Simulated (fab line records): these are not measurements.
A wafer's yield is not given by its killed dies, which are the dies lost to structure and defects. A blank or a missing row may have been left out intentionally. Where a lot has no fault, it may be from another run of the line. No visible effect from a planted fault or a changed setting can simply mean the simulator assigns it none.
Which tool was responsible? | flow n5 finfet | 10 lots, 28 wafers sampled, at 5 steps of a route of 1938

WHAT THE GAUGES SHOWED, per wafer
N5_BEOL_M2_THK_MEAS_01.
lot  | measured     | on            | M2_ILD_THK (nm)
L204 | day 6 17:26  | film metro-02 | 77.8 78.9 78.7
L206 | day 7 01:44  | film metro-01 | 78.3 80.0 79.4
L205 | day 7 01:49  | film metro-02 | 80.1 79.1 80.9
L211 | day 8 21:01  | film metro-01 | 76.5 78.5 77.9
L212 | day 9 06:11  | film metro-01 | 77.5 80.8 78.3
L217 | day 10 00:53 | film metro-01 | 108.8 78.6
L221 | day 10 18:54 | film metro-01 | 106.8 77.7
L223 | day 12 03:28 | film metro-01 | 77.7 77.9 78.6
L224 | day 12 06:48 | film metro-02 | 78.0 77.7 78.2
L225 | day 12 15:16 | film metro-01 | 77.6 80.1 80.4

WHAT TOOL EACH LOT RAN ON (gives the tool, then ch and the chambers of the sampled wafers, and finally the start)
lot  | N5_BEOL_M1_SPUTTER_81        | N5_BEOL_M1_ANNEAL_82         | N5_BEOL_M1_SPUTTER_96        | N5_BEOL_M2_ILD_DEP_00
L204 | pvd sputter-02, day 6 14:49  | pvd sputter-02, day 6 14:53  | pvd sputter-02, day 6 16:08  | pecvd-03 ch 0,2, day 6 17:22
L206 | pvd sputter-02, day 6 23:14  | pvd sputter-02, day 6 23:19  | pvd sputter-02, day 7 00:34  | pecvd-03 ch 0,1, day 7 01:40
L205 | pvd sputter-01, day 6 23:18  | pvd sputter-01, day 6 23:23  | pvd sputter-01, day 7 00:37  | pecvd-01 ch 0,1,2, day 7 01:46
L211 | pvd sputter-01, day 8 18:31  | pvd sputter-01, day 8 18:36  | pvd sputter-01, day 8 19:50  | pecvd-01 ch 1,2, day 8 20:57
L212 | pvd sputter-01, day 9 03:41  | pvd sputter-01, day 9 03:46  | pvd sputter-01, day 9 05:00  | pecvd-01 ch 1,2, day 9 06:07
L217 | pvd sputter-02, day 9 22:23  | pvd sputter-02, day 9 22:28  | pvd sputter-02, day 9 23:43  | pecvd-01 ch 0,2, day 10 00:50
L221 | pvd sputter-03, day 10 16:22 | pvd sputter-03, day 10 16:27 | pvd sputter-03, day 10 17:41 | pecvd-01 ch 0,1, day 10 18:50
L223 | pvd sputter-02, day 12 00:58 | pvd sputter-02, day 12 01:02 | pvd sputter-02, day 12 02:17 | pecvd-03 ch 0,1,2, day 12 03:23
L224 | pvd sputter-02, day 12 04:07 | pvd sputter-02, day 12 04:12 | pvd sputter-02, day 12 05:26 | pecvd-02 ch 0,1,2, day 12 06:44
L225 | pvd sputter-03, day 12 12:35 | pvd sputter-03, day 12 12:40 | pvd sputter-03, day 12 13:55 | pecvd-03 ch 1,2, day 12 15:11
- N5_BEOL_M1_SPUTTER_81: material Cu, target thk 4.5 nm, time 8.29 s.
- N5_BEOL_M1_ANNEAL_82: time 240 s.
- N5_BEOL_M1_SPUTTER_96: material Cu, target thk 4.5 nm, time 8.29 s.
- N5_BEOL_M2_ILD_DEP_00: deposits SiOC from DEMS/O2, target thk 79 nm, time 15.3 s.

THE ANSWER, worked out from the rows above alone
Rule: the usual values come from the lots themselves. The widest of any qualifying gaps counts: lots, ordered by their means at a reading, are off when they make up no more than a third of the lots, leave a main group of 4 or more, and stand apart from it by 3 or more times the standard deviation of that group's means. A main group is skipped when, at the precision printed for the reading in the tables above, its means are all equal. A lot without any number at a reading at which 4 lots or more have one is off too. Where the step has rows for the other lots, those lots are counted as sound.
Off: at N5_BEOL_M2_THK_MEAS_01 (M2_ILD_THK), L217, L221. Mean 78.7 nm and standard deviation 0.76 in the main group.
If a tool, at a process step before that reading, ran all the lots that are off and no sound lot after the first of them, it fits. Gauges at N5_BEOL_M2_THK_MEAS_01: tried the same way as those tools. One fits: pecvd-01 at N5_BEOL_M2_ILD_DEP_00. Its last sound lot is L212 (day 9 06:07), its first lot that is off L217 (day 10 00:50): a fault that began between those two fits.

WHAT HAD BEEN PUT IN BY THE SIMULATOR
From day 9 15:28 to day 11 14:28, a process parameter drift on pecvd-01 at N5_BEOL_M2_ILD_DEP_00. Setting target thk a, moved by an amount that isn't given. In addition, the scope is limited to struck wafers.
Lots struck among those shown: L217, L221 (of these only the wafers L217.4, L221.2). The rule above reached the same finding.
